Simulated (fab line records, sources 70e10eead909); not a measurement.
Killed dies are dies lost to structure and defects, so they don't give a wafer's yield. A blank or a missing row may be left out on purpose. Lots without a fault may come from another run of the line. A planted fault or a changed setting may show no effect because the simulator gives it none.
fab line records | flow nand_harc
record lots=7 wafers=21 last_day=24
route steps=1159 shown P_GATE@207 P_CONTACT@217 END@1159
lots that met no fault: from a run of the same line without faults
start_h: hours from the record's first day to the start of the lot's first wafer shown | wait_h: hours since the lot's step before | " the same as in the row above | L1.1+2: a row that stands for several wafers | - no value, or no start given | * or withheld: withheld | < > ~ a bound
route shown NAME@n: a module of which the file shows steps, and the number in the route of the first | usual: mean/standard deviation of fault-free wafers | same: alike in all rows | chamber/n: place in a boat | sites: the reading at each site | _std_site: their standard deviation | _edge_site: outer sites' mean less inner sites' | radius_mm: how far each site lies from the wafer's centre | mask NAME#n: copy n | behind: the tool/chamber that last shaped the wafer | hold: why the lot was held/for how many hours/how that ended | device: the transistor (n, p or np) that didn't switch | end of line: the same wafers' tests at the end of the route | a step without rows: its recipe alone | killed: dies lost to structure and defects at the first sort, not the wafer's yield | map: a wafer's dies, x killed, . not, _ none there
set.NAME: the setting as run; set.NAME@STEP: as run at that earlier step | model.NAME: the simulator's own value behind a step, which no gauge read
lots at some steps of the route; a table a step, a row a wafer
services: from which hour (start_h, from the record's first day; less than 0 if before it) a tool's chamber was out of use, for how many hours, and why
## steps
# step NHARC_P_GATE_RTA_64
# recipe temp_c=1050 time_s=1
# usual lamp_power_pct=32/5 lamp_zone_5_pct=32/5 wafer_temp_C_max=1054.4/1.1
# columns lot.wafer tool chamber start_h wait_h lamp_power_pct lamp_zone_5_pct wafer_temp_C_max
L255.1 rtp_anneal-01 0 113.23 - 37 37 1055.2
L255.3 " 0 " " 38 37 1055.5
L255.4 " 0 " " 38 37 1058.6
L259.1 rtp_anneal-01 0 144.36 - 37 38 1054.0
L259.3 " 0 " " 37 37 1055.6
L259.4 " 0 " " 37 37 1056.4
L268.2 rtp_anneal-01 0 203.94 - 37 37 1054.2
L268.3 " 0 " " 37 37 1054.8
L268.6 " 0 " " 37 37 1054.5
L269.2 rtp_anneal-01 0 206.86 - 37 37 1055.3
L269.3 " 0 " " 37 37 1054.5
L269.6 " 0 " " 37 38 1054.3
L267.4 rtp_anneal-02 0 210.67 - 27 27 1055.0
L267.5 " 0 " " 27 27 1056.4
L267.6 " 0 " " 27 27 1053.6
L270.2 rtp_anneal-01 0 211.84 - 37 37 1054.1
L270.4 " 0 " " 37 37 1054.1
L270.5 " 0 " " 37 37 1054.6
L276.1 rtp_anneal-02 0 240.50 - 27 27 1055.3
L276.4 " 0 " " 27 27 1053.7
L276.5 " 0 " " 27 27 1053.8
# step NHARC_P_GATE_ETCH_77
# recipe target_depth_a=60 chemistry=dHF material=SiO2
# step NHARC_P_GATE_DEGAS_109
# recipe temp_c=300 time_s=60
# usual heater_power_w=432/35
# columns lot.wafer tool chamber start_h wait_h heater_power_w
L255.3 pvd_sputter-02 - 113.54 0.1 428
L255.4 " - " " 486
L255.1 " - " " 408
L259.4 pvd_sputter-01 - 144.68 0.1 426
L259.3 " - " " 409
L259.1 " - " " 388
L268.3 pvd_sputter-01 - 204.22 0.1 436
L268.2 " - " " 407
L268.6 " - " " 429
L269.3 pvd_sputter-01 - 207.14 0.1 408
L269.2 " - " " 425
L269.6 " - " " 379
L267.4 pvd_sputter-02 - 210.92 0.1 439
L267.6 " - " " 486
L267.5 " - " " 412
L270.2 pvd_sputter-01 - 212.12 0.1 449
L270.4 " - " " 419
L270.5 " - " " 412
L276.1 pvd_sputter-02 - 240.81 0.1 446
L276.4 " - " " 485
L276.5 " - " " 477
# step NHARC_P_GATE_PRE_CLEAN_110
# recipe time_s=30 bias_v=200 gas=Ar
# step NHARC_P_GATE_SPUTTER_78
# recipe target_thk_a=100 material=Ni
# step NHARC_P_GATE_SPUTTER_79
# recipe target_thk_a=100 material=TiN
# step NHARC_P_GATE_RTA_80
# recipe temp_c=300 time_s=30
# usual lamp_power_pct=1.96/0.3 lamp_zone_5_pct=1.96/0.3 wafer_temp_C_max=301.4/0.39
# columns lot.wafer tool chamber start_h wait_h lamp_power_pct lamp_zone_5_pct wafer_temp_C_max
L255.1 rtp_anneal-02 0 113.93 - 1.63 1.63 301.1
L255.3 " 0 " " 1.63 1.63 301.1
L255.4 " 0 " " 1.63 1.63 301.0
L259.1 rtp_anneal-01 0 144.97 - 2.24 2.24 301.6
L259.3 " 0 " " 2.23 2.24 301.6
L259.4 " 0 " " 2.24 2.24 302.0
L268.2 rtp_anneal-02 0 204.57 - 1.63 1.63 301.3
L268.3 " 0 " " 1.63 1.63 301.6
L268.6 " 0 " " 1.63 1.63 301.2
L269.2 rtp_anneal-01 0 207.63 - 2.23 2.23 301.3
L269.3 " 0 " " 2.23 2.23 302.0
L269.6 " 0 " " 2.23 2.23 302.4
L267.4 rtp_anneal-01 0 211.28 - 2.23 2.23 301.3
L267.5 " 0 " " 2.23 2.23 301.8
L267.6 " 0 " " 2.23 2.23 301.8
L270.2 rtp_anneal-01 0 212.59 - 2.23 2.23 300.8
L270.4 " 0 " " 2.23 2.23 301.1
L270.5 " 0 " " 2.23 2.23 301.2
L276.1 rtp_anneal-02 0 241.10 - 1.63 1.63 301.2
L276.4 " 0 " " 1.63 1.63 301.3
L276.5 " 0 " " 1.63 1.63 301.7
# step NHARC_P_GATE_STRIP_67
# recipe time_s=600 temp_c=130 chemistry=SPM
# step NHARC_P_GATE_RTA_82
# recipe temp_c=450 time_s=30
# usual lamp_power_pct=3.7/0.59 lamp_zone_5_pct=3.8/0.59 wafer_temp_C_max=451.9/0.52
# columns lot.wafer tool chamber start_h wait_h lamp_power_pct lamp_zone_5_pct wafer_temp_C_max
L255.1 rtp_anneal-02 0 114.44 - 3.2 3.2 451.5
L255.3 " 0 " " 3.2 3.2 451.0
L255.4 " 0 " " 3.2 3.2 451.4
L259.1 rtp_anneal-01 0 145.53 - 4.4 4.4 451.5
L259.3 " 0 " " 4.4 4.4 451.8
L259.4 " 0 " " 4.4 4.4 452.0
L268.2 rtp_anneal-02 0 205.19 - 3.2 3.2 451.3
L268.3 " 0 " " 3.2 3.2 450.9
L268.6 " 0 " " 3.2 3.2 451.6
L269.2 rtp_anneal-01 0 208.14 - 4.4 4.4 452.6
L269.3 " 0 " " 4.4 4.4 452.4
L269.6 " 0 " " 4.4 4.4 452.3
L267.4 rtp_anneal-02 0 211.74 - 3.2 3.2 451.9
L267.5 " 0 " " 3.2 3.2 452.0
L267.6 " 0 " " 3.2 3.2 452.4
L270.2 rtp_anneal-01 0 213.17 - 4.4 4.4 452.2
L270.4 " 0 " " 4.4 4.4 452.2
L270.5 " 0 " " 4.4 4.4 452.2
L276.1 rtp_anneal-02 0 241.57 - 3.2 3.2 451.4
L276.4 " 0 " " 3.2 3.2 451.7
L276.5 " 0 " " 3.2 3.2 451.2
# step NHARC_P_GATE_INSPECT_68
# usual raw_defect_count=205/72
# columns lot.wafer tool chamber start_h wait_h raw_defect_count
L255.1 defect_inspect-01 - 114.64 0.2 205
L255.3 " - " " 269
L255.4 " - " " 174
L259.1 defect_inspect-01 - 145.72 0.2 174
L259.3 " - " " 184
L259.4 " - " " 155
L268.2 defect_inspect-02 - 205.50 0.3 257
L268.3 " - " " 186
L268.6 " - " " 174
L269.2 defect_inspect-02 - 208.32 0.1 271
L269.3 " - " " 189
L269.6 " - " " 174
L267.4 defect_inspect-01 - 211.86 0.1 178
L267.5 " - " " 186
L267.6 " - " " 160
L270.2 defect_inspect-02 - 213.34 0.1 120
L270.4 " - " " 113
L270.5 " - " " 143
L276.1 defect_inspect-02 - 241.76 0.2 305
L276.4 " - " " 330
L276.5 " - " " 191
# step NHARC_P_CONTACT_DEP_30
# recipe target_thk_a=300 temp_c=400 target_thk_nm=30 flow_sccm=200 rf_w=450 material=SiNx
# step NHARC_P_CONTACT_DEP_00
# recipe target_thk_a=5000 temp_c=400 pressure_torr=6.5 rf_w=900 teos_flow_sccm=161.4 flow_sccm=2650 target_thk_nm=500 gas=O2 material=SiO2
# step NHARC_P_CONTACT_CMP_01
# recipe target_thk_nm=200 material=SiO2
# usual motor_current_A=12.1/1.1
# columns lot.wafer tool chamber start_h wait_h motor_current_A
L255.3 cmp-02 1 115.41 - 13.2
L255.1 " 2 " " 11.0
L255.4 " 0 " " 12.4
L259.1 cmp-03 0 146.50 - 11.4
L259.3 " 1 " " 12.4
L259.4 " 2 " " 12.6
L268.3 cmp-03 0 206.31 - 11.5
L268.2 " 1 " " 12.9
L268.6 " 0 " " 11.0
L269.3 cmp-03 0 209.09 - 11.6
L269.2 " 1 " " 12.9
L269.6 " 0 " " 11.2
L267.4 cmp-03 0 212.66 - 11.3
L267.6 " 3 " " 13.4
L267.5 " 0 " " 11.8
L270.4 cmp-02 1 214.15 - 12.5
L270.2 " 3 " " 11.5
L270.5 " 1 " " 13.5
L276.1 cmp-04 0 242.62 - 12.1
L276.4 " 2 " " 10.2
L276.5 " 1 " " 13.2
# step NHARC_P_CONTACT_SRD_03
# step NHARC_P_CONTACT_DEHYDRATE_04
# recipe temp_c=150 time_s=120
# step NHARC_P_CONTACT_HMDS_05
# recipe time_s=30
# step NHARC_P_CONTACT_COAT_33
# recipe temp_c=260 time_s=75
# step NHARC_P_CONTACT_COAT_34
# recipe temp_c=225 time_s=65
# step NHARC_P_CONTACT_COAT_06
# recipe spin_rpm=1500 resist_thk_nm=90
# step NHARC_P_CONTACT_SOFTBAKE_07
# recipe temp_c=105 time_s=55
# step NHARC_P_CONTACT_EBR_08
# step NHARC_P_CONTACT_EXPOSE_09
# recipe na=1.35 target_cd_nm=90 dose_mj=81.26 mask_id=P_CA
# step NHARC_P_CONTACT_PEB_10
# recipe peb_temp_c=100 peb_time_s=65
# step NHARC_P_CONTACT_DEVELOP_11
# recipe develop_time_s=35 dev_temp_c=23
# step NHARC_P_CONTACT_CD_MEAS_12
# recipe target_cd_nm=90 landing_energy_ev=500
# usual cd_nm=90.2/0.61
# columns lot.wafer tool chamber start_h wait_h cd_nm
L255.1 cd_sem-03 0 116.12 - 90.7
L255.3 " 0 " " 89.7
L255.4 " 0 " " 90.3
L259.1 cd_sem-02 0 147.33 - 90.4
L259.3 " 0 " " 90.3
L259.4 " 0 " " 90.6
L268.2 cd_sem-02 0 207.14 - 89.4
L268.3 " 0 " " 90.1
L268.6 " 0 " " 89.8
L269.2 cd_sem-03 0 209.80 - 90.7
L269.3 " 0 " " 90.4
L269.6 " 0 " " 90.1
L267.4 cd_sem-01 0 213.47 - 89.8
L267.5 " 0 " " 89.5
L267.6 " 0 " " 89.5
L270.2 cd_sem-01 0 214.84 - 91.2
L270.4 " 0 " " 89.3
L270.5 " 0 " " 90.0
L276.1 cd_sem-03 0 243.34 - 91.4
L276.4 " 0 " " 89.4
L276.5 " 0 " " 90.5
# step NHARC_P_CONTACT_OVL_MEAS_13
# usual overlay_x_nm=-0.1/0.88 overlay_y_nm=0.0/0.67
# columns lot.wafer tool chamber start_h wait_h overlay_x_nm overlay_y_nm
L255.1 overlay-02 - 116.21 - -1.3 0.7
L255.3 " - " " -1.3 0.8
L255.4 " - " " -0.9 0.2
L259.1 overlay-01 - 147.42 - -1.8 -0.3
L259.3 " - " " -1.4 -0.5
L259.4 " - " " -1.4 -0.3
L268.2 overlay-02 - 207.23 - 0.5 -0.2
L268.3 " - " " -0.2 0.0
L268.6 " - " " 0.1 0.1
L269.2 overlay-01 - 209.88 - 0.8 0.3
L269.3 " - " " 1.2 -0.2
L269.6 " - " " 1.3 -0.4
L267.4 overlay-01 - 213.56 - -0.4 -1.1
L267.5 " - " " -0.3 -0.9
L267.6 " - " " -1.2 -0.8
L270.2 overlay-02 - 214.92 - -0.5 0.9
L270.4 " - " " -0.4 0.5
L270.5 " - " " -0.4 0.6
L276.1 overlay-02 - 243.42 - 1.6 -0.8
L276.4 " - " " 0.9 -0.7
L276.5 " - " " 1.4 0.4
# step NHARC_P_CONTACT_INSPECT_14
# usual raw_defect_count=3.6/1.9
# columns lot.wafer tool chamber start_h wait_h raw_defect_count
L255.1 defect_inspect-01 - 116.25 0.0 2
L255.3 " - " " 3
L255.4 " - " " 2
L259.1 defect_inspect-01 - 147.46 0.0 4
L259.3 " - " " 4
L259.4 " - " " 4
L268.2 defect_inspect-02 - 207.26 0.0 837
L268.3 " - " " 860
L268.6 " - " " 798
L269.2 defect_inspect-01 - 209.92 0.0 859
L269.3 " - " " 771
L269.6 " - " " 883
L267.4 defect_inspect-02 - 213.59 0.0 910
L267.5 " - " " 861
L267.6 " - " " 856
L270.2 defect_inspect-02 - 214.96 0.0 7
L270.4 " - " " 4
L270.5 " - " " 7
L276.1 defect_inspect-02 - 243.46 0.0 8
L276.4 " - " " 6
L276.5 " - " " 5
# step NHARC_P_CONTACT_DESCUM_17
# recipe time_s=3 o2_flow_sccm=200 ar_flow_sccm=0 bias_power_w=0 chemistry=O2
# usual drypump_motor_current_A=5.75/0.26 oes_product_au=0.997/0.012 rf_vpp_V=57.7/0.87 showerhead_plenum_p_Torr=1.89/0.064 throttle_valve_pct=11.310/0.0091
# columns lot.wafer tool chamber start_h wait_h drypump_motor_current_A oes_product_au rf_hours_counter_h rf_vpp_V showerhead_plenum_p_Torr throttle_valve_pct
L255.3 rie_diel-08 0 116.31 0.1 6.02 0.995 17 56.9 1.93 11.333
L255.4 " 1 " " 5.35 1.007 12 58.6 1.91 11.320
L255.1 " 2 " " 6.07 0.989 17 58.6 1.81 11.313
L259.1 rie_diel-08 3 147.53 0.1 5.58 0.994 1 58.3 1.88 11.309
L259.3 " 0 " " 5.96 0.999 1 58.5 1.92 11.301
L259.4 " 1 " " 5.36 0.990 1 57.3 1.91 11.303
L268.2 rie_diel-04 1 207.32 0.1 5.72 1.002 7 56.5 1.81 11.322
L268.3 " 0 " " 5.69 1.015 7 58.6 1.99 11.304
L268.6 " 1 " " 5.71 0.993 - 55.7 1.81 11.311
L269.2 rie_diel-08 1 210.00 0.1 5.36 0.988 7 56.4 1.91 11.304
L269.3 " 3 " " 5.58 0.994 8 57.5 1.88 11.313
L269.6 " 1 " " 5.35 0.994 - 57.2 1.91 11.306
L267.4 rie_diel-04 2 213.65 0.1 5.51 1.004 6 57.4 1.99 11.331
L267.5 " 2 " " 5.51 1.001 - 58.0 1.99 11.298
L267.6 " 3 " " 5.84 0.983 - 57.6 1.82 11.298
L270.4 rie_diel-04 3 215.03 0.1 5.86 0.979 9 57.2 1.82 11.297
L270.2 " 1 " " 5.67 1.006 8 56.9 1.81 11.318
L270.5 " 3 " " 5.86 0.985 - 59.0 1.82 11.324
L276.4 rie_diel-11 2 243.54 0.1 6.38 1.015 16 56.5 1.85 11.316
L276.1 " 3 " " 6.01 1.010 13 58.4 1.88 11.316
L276.5 " 0 " " 6.07 1.024 - 57.5 1.82 11.306
# step NHARC_END_SORT_01
# recipe temp_c=25
# usual killed_at_array=29/11 killed_at_other=0.6/1 killed_at_periphery=3.1/2.1 killed_dies=33/11 killed_open=3.1/1.9 killed_short=1.9/1.5
# same gross_dies=677
# columns lot.wafer tool chamber start_h wait_h killed_at_array killed_at_other killed_at_periphery killed_dies killed_open killed_short
L269.2 prober-02 0 540.01 2.8 25 0 465 490 0 5
L269.3 prober-02 0 540.82 3.1 25 0 437 462 3 1
L269.6 prober-02 0 543.24 4.0 26 1 465 492 3 0
L267.4 prober-01 0 540.80 3.4 16 0 479 495 2 0
L267.5 prober-01 0 541.60 3.7 39 0 446 485 0 1
L267.6 prober-01 0 542.39 4.0 32 0 450 482 3 1
L268.2 prober-01 0 546.96 2.8 20 0 449 469 2 1
L268.3 prober-01 0 547.75 3.1 19 0 477 496 6 0
L268.6 prober-01 0 550.13 4.0 17 0 456 473 3 2
# killed by level:class
L269.2 P_CONTACT:unspecified=465 A_CONTACT:chamber_film_flake=7 A_CHANNEL_HOLE_D1:chamber_film_flake=5 A_SLIT:chamber_film_flake=5 A_STAIRCASE:chamber_film_flake=3 A_SGD_CUT:geometric_particle:short=2 A_CHANNEL_FILL_D1:geometric_particle:short=1 A_CONTACT:geometric_particle:short=1
L267.4 P_CONTACT:unspecified=476 A_CHANNEL_HOLE_D1:chamber_film_flake=7 A_SLIT:chamber_film_flake=6 P_CONTACT:geometric_particle:open=2 A_STAIRCASE:chamber_film_flake=2 P_GATE:chamber_film_flake=1 A_CONTACT:chamber_film_flake=1
L269.3 P_CONTACT:unspecified=433 A_SLIT:chamber_film_flake=12 A_CHANNEL_HOLE_D1:chamber_film_flake=4 P_CONTACT:geometric_particle:open=2 A_ZERO_WELL:chamber_film_flake=2 A_CONTACT:chamber_film_flake=2 A_BLC:chamber_film_flake=2 A_ONON_D1:geometric_particle:open=1
L267.5 P_CONTACT:unspecified=445 A_CHANNEL_HOLE_D1:chamber_film_flake=19 A_SLIT:chamber_film_flake=15 A_CONTACT:chamber_film_flake=3 A_ONON_D1:geometric_particle:short=1 P_GATE:chamber_film_flake=1 A_BLC:chamber_film_flake=1
L267.6 P_CONTACT:unspecified=448 A_CHANNEL_HOLE_D1:chamber_film_flake=18 A_SLIT:chamber_film_flake=6 A_CONTACT:chamber_film_flake=5 P_GATE:geometric_particle:open=1 A_CHANNEL_FILL_D1:geometric_particle:short=1 A_WL_FILL:geometric_particle:open=1 A_CONTACT:geometric_particle:open=1
L269.6 P_CONTACT:unspecified=463 A_SLIT:chamber_film_flake=11 A_CHANNEL_HOLE_D1:chamber_film_flake=4 A_BLC:chamber_film_flake=3 A_STAIRCASE:chamber_film_flake=3 A_WL_FILL:geometric_particle:open=2 P_M2:chamber_film_flake=2 A_CONTACT:chamber_film_flake=2
L268.2 P_CONTACT:unspecified=448 A_CHANNEL_HOLE_D1:chamber_film_flake=17 P_M1:geometric_particle:open=1 A_SOURCE_PLATE:geometric_particle:short=1 A_BLC:geometric_particle:open=1 A_STAIRCASE:chamber_film_flake=1
L268.3 P_CONTACT:unspecified=472 A_CHANNEL_HOLE_D1:chamber_film_flake=12 A_CONTACT:chamber_film_flake=3 P_CONTACT:geometric_particle:open=2 P_M0:geometric_particle:open=1 A_ONON_D1:geometric_particle:open=1 A_CONTACT:geometric_particle:open=1 A_BLC:geometric_particle:open=1
L268.6 P_CONTACT:unspecified=453 A_CHANNEL_HOLE_D1:chamber_film_flake=12 A_CONTACT:chamber_film_flake=2 P_STI:geometric_particle:short=1 P_M0:geometric_particle:open=1 A_WL_FILL:geometric_particle:short=1 A_CONTACT:geometric_particle:open=1 A_M0:geometric_particle:open=1
# map L267.4 (x killed, . not)
____________.____________
_________x.x.xxx_________
_______xx..xxxxxxx_______
______x.xxx.xxx.xxx______
_____xxx..xxxx.x..xx_____
____xx...x.x.x..xx.xx____
____xxxxx.xxxxxx...xx____
___.xx.xx..xxxxxx.xxxx___
___.xxx.xxxxxxxxxx.xx.___
__xxxxxxxx.xx.x.xxxxxxx__
__xxxx.xx.x..xx.x.xx.x.__
_xx..x.xxxxxxxxxxx.xxxxx_
_x..x.x.xxxxxx.xx.xxx.xx_
_xx.xxxxx.xxx.xx.xxxxxxx_
_..x...xxxxxx.x.xxx.xxx._
_xx.xx.xxx.xxxx.x.xxxxx._
x..xx..xxxxxxxx.xxx.xxxxx
xxxxxxxxxxxx.x..xxxxxx...
xx.xxxx.xxx.x..xx.xxxxxx.
xxx.xxx....xx.x.x.x.x.xx.
x...x.xx.xxxxxxx.x..xx.xx
_.xxxxxxxxxxxxxx...x.xx._
_xxxxxx..xxxxxx.xxxxx..x_
_xxxxxx..xxxx.xxxxx.x.x._
_x.xxxxxxxxxxx.xxxxx.xxx_
_xxx.xxxxxxxxx...x.xxx.x_
__xxxx.xxxxx.xxxxxxxx.x__
__xxxxxxxxx...xxxx.x.xx__
___xxxx.xxxxxxxxx.x.x.___
___xxxxxxxxx...xxxxxxx___
____xx..x..x.xxxx.x..____
____xx.xxx.xxxxx..xxx____
_____xxxxx....x.x.xx_____
______xx.xxxx.x.x.x______
_______xxxx..xxxxx_______
_________.xxx..x_________
____________x____________
# map L268.3 (x killed, . not)
____________x____________
_________xxxx.xx_________
_______..x.xx.xx.x_______
______xxx..x.xxx.xx______
_____x.xxxxxxxxxxxxx_____
____xxxxxxxxx..xxxxxx____
____xxxxxxxxx.xxxxxxx____
___x.xxxxxx...x.xxx.xx___
___.xxxxxxxxxxxxxx.x.x___
__x.xxxxxxxxxxxxxxxx.x.__
__xxxxxx..xxxx.x....xxx__
_x.xxxxx.xxxx.xxx.x....x_
_xxxxx...xxx.xxx.xxxxxxx_
_xxx.x.x.xx.xxx.x.xx..xx_
_x.xxxxxx.xxxx..x.x.xxxx_
_.x..x.xxx.xxxxxxx..xx.x_
xxxxxxxxxxx.xxxxx..xx..x.
.xxxxxx.xxx..xxxx.xxxx..x
xxxx...x...xx..xxxx.x..xx
xxx.xx.xx...x.xxxxxxxxxxx
x...x.xx.x....x..xx.xxx.x
_.x.xxxx.xxxxxxx.x.xxxx._
_xxxx.xxxxx..xx..xx.x..x_
_.xxxx...xxxx.xxxxxxxx.._
_xxxx.xxxx.xxxx..xxxxxxx_
_xxxx..xx.xxxxxx.xxx.xx._
__.xxx.xxxx.xxx.xxxxxx.__
__xxxxx.xxxxxxxxxx.x.x.__
___.x..xxxxxx....xxxxx___
___xxxxx.xxxxxxx.xx.xx___
____xx.xx.x......xxx.____
____xx.xx.xxxxxxxx.xx____
_____xxxxxxx.xxxxx.x_____
______xx..xxxxx.xxx______
_______xx..xxxxxxx_______
_________xxx.xxx_________
____________x____________
## services
# columns tool chamber start_h hours kind
cmp-03 - 89.60 1.9 repair
rie_diel-11 1 95.68 3.4 repair
rie_diel-11 - 103.09 0.9 repair
rie_diel-04 - 111.90 9.0 pm
pvd_sputter-01 - 121.60 3.0 repair
rie_diel-08 - 124.80 9.0 pm
cmp-02 - 128.61 4.0 pm
pvd_sputter-01 - 149.57 1.4 repair
pvd_sputter-02 - 152.70 2.4 repair
cmp-03 - 156.22 4.0 pm
pvd_sputter-01 - 158.00 10.0 pm
pvd_sputter-01 - 173.37 2.2 repair
rie_diel-08 2 175.06 6.6 repair
cmp-02 - 185.38 1.0 repair
rie_diel-04 2 185.65 9.5 repair
rie_diel-08 3 188.22 1.2 repair
rie_diel-04 - 189.96 0.5 repair
rie_diel-04 0 190.58 9.3 repair
rie_diel-08 1 202.74 2.6 repair
cmp-02 - 208.15 2.0 repair
pvd_sputter-02 - 214.00 10.0 pm
cmp-02 - 226.72 4.0 pm
cmp-03 - 233.60 3.9 repair
rie_diel-04 1 240.11 6.5 repair
## key
first_sign step=NHARC_P_CONTACT_INSPECT_14 reading=raw_defect_count direction=up sigmas=99+ usual=3.6 struck=848.3
effect step=NHARC_END_SORT_01 reading=killed_at_periphery direction=up sigmas=99+ usual=3.1 struck=458.2
more_kills_born_at NHARC_P_CONTACT_CMP_01@cmp-03=4103
met_at NHARC_P_CONTACT_CMP_01
struck_wafers L267.4,L267.5,L267.6,L268.2,L268.3,L268.6,L269.2,L269.3,L269.6
tester_left_out L267,L268,L269
onset_between 146.50 206.31
fault kind=chamber_particle_source tool=cmp-03 chamber=- onset_h=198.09 steps=NHARC_P_CONTACT_CMP_01 rate_per_visit_cm2=1.2942 end_h=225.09
# tester_left_out: of these lots the tester's yield and bins aren't shown, on N5 and GAA mostly nor the transistor test; their killed dies are dies lost to structure and defects alone, not to doping, threshold or leakage, so they don't give the yield
